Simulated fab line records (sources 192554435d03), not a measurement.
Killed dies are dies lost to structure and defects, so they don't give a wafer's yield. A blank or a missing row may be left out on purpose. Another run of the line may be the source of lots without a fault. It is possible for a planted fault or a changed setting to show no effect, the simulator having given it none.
Lot-split experiment | flow n5-finfet | on a route of 1938 steps: 7 lots, 39 wafers read

== THE SPLIT ==
At N5_BEOL_M11_ETCH_66 (etches SOC in N2/H2, target depth 120 nm, overetch 24 nm, time 180 s), the setting time-s was moved away from the recipe's 180 s on 9 of the 39 wafers read, by -56.0% to -41.1%. For the rest of the wafers, this setting stayed at what the recipe calls for.

Reading taken at the split's own step.

== THE READING ==
SiARC_of_BEOL_M11_COAT_64.thk-nm (the simulator's own value, which no gauge read), in nm, at N5_BEOL_M11_ETCH_66 (etches SOC in N2/H2, target depth 120 nm, overetch 24 nm, time 180 s). The file gives no usual value for it. The 30 wafers here that ran the recipe average 22.7 nm, standard deviation 0.16 nm.

wafer  | tool, chamber at the split | time-s as run, s | against the recipe | SiARC_of_BEOL_M11_COAT_64.thk-nm, nm | against lot-mates on the recipe
L076.1 | rie-diel-05, 0             | 180              | recipe             | 23                                   | -
L076.2 | rie-diel-05, 3             | 79.2             | -56.0%             | 27                                   | +4.1
L076.3 | rie-diel-05, 2             | 79.2             | -56.0%             | 26.8                                 | +3.9
L076.4 | rie-diel-05, 1             | 180              | recipe             | 22.8                                 | -
L076.5 | rie-diel-05, 2             | 180              | recipe             | 22.8                                 | -
L076.6 | rie-diel-05, 3             | 79.2             | -56.0%             | 27                                   | +4.1
L080.1 | rie-diel-05, 1             | 180              | recipe             | 22.6                                 | -
L080.2 | rie-diel-05, 0             | 180              | recipe             | 23                                   | -
L080.3 | rie-diel-05, 2,3,2,1       | 180              | recipe             | 22.8                                 | -
L080.4 | rie-diel-05, 2,3,2,1       | 180              | recipe             | 22.8                                 | -
L080.5 | rie-diel-05, 2,3,2,1       | 180              | recipe             | 22.8                                 | -
L080.6 | rie-diel-05, 2,3,2,1       | 180              | recipe             | 22.8                                 | -
L081.1 | rie-diel-03, 1,3           | 180              | recipe             | 22.6                                 | -
L081.2 | rie-diel-03, 1,3           | 180              | recipe             | 22.6                                 | -
L081.3 | rie-diel-03, 0             | 180              | recipe             | 22.6                                 | -
L081.4 | rie-diel-03, 2             | 180              | recipe             | 22.8                                 | -
L081.5 | rie-diel-03, 0             | 180              | recipe             | 22.6                                 | -
L081.6 | rie-diel-03, 3             | 180              | recipe             | 22.8                                 | -
L085.1 | rie-diel-06, 3             | 106.1            | -41.1%             | 25.8                                 | +2.8
L085.2 | rie-diel-06, 1             | 180              | recipe             | 23                                   | -
L085.6 | rie-diel-06, 1             | 180              | recipe             | 23                                   | -
L085.3 | rie-diel-06, 2             | 106.1            | -41.1%             | 25.8                                 | +2.8
L085.4 | rie-diel-06, 0             | 180              | recipe             | 23                                   | -
L085.5 | rie-diel-06, 2             | 106.1            | -41.1%             | 25.8                                 | +2.8
L086.1 | rie-diel-06, 1             | 180              | recipe             | 22.8                                 | -
L086.2 | rie-diel-06, 0             | 87.74            | -51.3%             | 26.6                                 | +3.9
L086.3 | rie-diel-06, 3             | 87.74            | -51.3%             | 26.4                                 | +3.7
L086.4 | rie-diel-06, 2             | 180              | recipe             | 22.6                                 | -
L086.5 | rie-diel-06, 1             | 87.74            | -51.3%             | 26.6                                 | +3.9
L086.6 | rie-diel-06, 2             | 180              | recipe             | 22.8                                 | -
L094.1 | rie-diel-03, 1             | 180              | recipe             | 22.8                                 | -
L094.2 | rie-diel-03, 0             | 180              | recipe             | 22.6                                 | -
L094.5 | rie-diel-03, 0             | 180              | recipe             | 22.6                                 | -
L096.1 | rie-diel-06, 3             | 180              | recipe             | 22.4                                 | -
L096.2 | rie-diel-06, 2             | 180              | recipe             | 22.6                                 | -
L096.3 | rie-diel-06, 1             | 180              | recipe             | 22.8                                 | -
L096.4 | rie-diel-06, 2             | 180              | recipe             | 22.6                                 | -
L096.5 | rie-diel-06, 1             | 180              | recipe             | 22.8                                 | -
L096.6 | rie-diel-06, 3             | 180              | recipe             | 22.4                                 | -
Rows listing several chambers each stand for several wafers; the file does not say which wafer went through which chamber.

THE FIT
A straight line over all 39 wafers: SiARC_of_BEOL_M11_COAT_64.thk-nm changes by -0.0745 nm for each +1% of time-s; r = -1.00; the points scatter about the line by 0.15 nm.
The same after taking each lot's own level away (the mean of its wafers on the recipe; 39 wafers): -0.0722 nm for each +1%; r = -1.00; scatter 0.12 nm.
On that fit, the largest move of time-s shifts the reading by 4 nm.
The span of the lots' own levels, 22.60 to 23.00 nm, comes to 2.4 times the standard deviation stated above.
The two slopes are in agreement: the lot-to-lot level therefore moves the slope only a little.
Check: for one of the wafers moved furthest among these (-56.0%), held out of the fit, the line's prediction against its lot-mates is +4.03 nm. Against them it came out at +4.13 nm.

== OTHER SPLITS ON THESE WAFERS ==
Before the reading, these wafers also passed through other splits. Each is held against what the fit with the lots' levels taken away leaves over:
other split on the same wafers     | wafers away from the commonest value | r with SiARC_of_BEOL_M11_COAT_64.thk-nm (lot level and that fit taken away)
N5_BEOL_M3_CVD_47 target-thk-a     | 12                                   | -0.12
N5_BEOL_M4_DEP_57 target-thk-a     | 18                                   | +0.15
N5_BEOL_M7_ILD_DEP_00 target-thk-a | 12                                   | +0.19

== THE WHOLE CHAIN: every reading that the file lists as answering this split, in the file's order ==
step                | what it does                                                         | reading                                                                           | change (the file's fit)                | r (the file's)
N5_BEOL_M11_ETCH_66 | etches SOC in N2/H2, target depth 120 nm, overetch 24 nm, time 180 s | etch.depth-nm (the simulator's own value, which no gauge read)                    | +0.557 nm for each +1% of the setting  | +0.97
N5_BEOL_M11_ETCH_66 | etches SOC in N2/H2, target depth 120 nm, overetch 24 nm, time 180 s | SiARC_of_BEOL_M11_COAT_64.thk-nm (the simulator's own value, which no gauge read) | -0.0722 nm for each +1% of the setting | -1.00

== THE FILE'S OWN FIT ==
SiARC_of_BEOL_M11_COAT_64.thk-nm changes by -0.0722 nm for each +1% of time-s, r = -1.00.
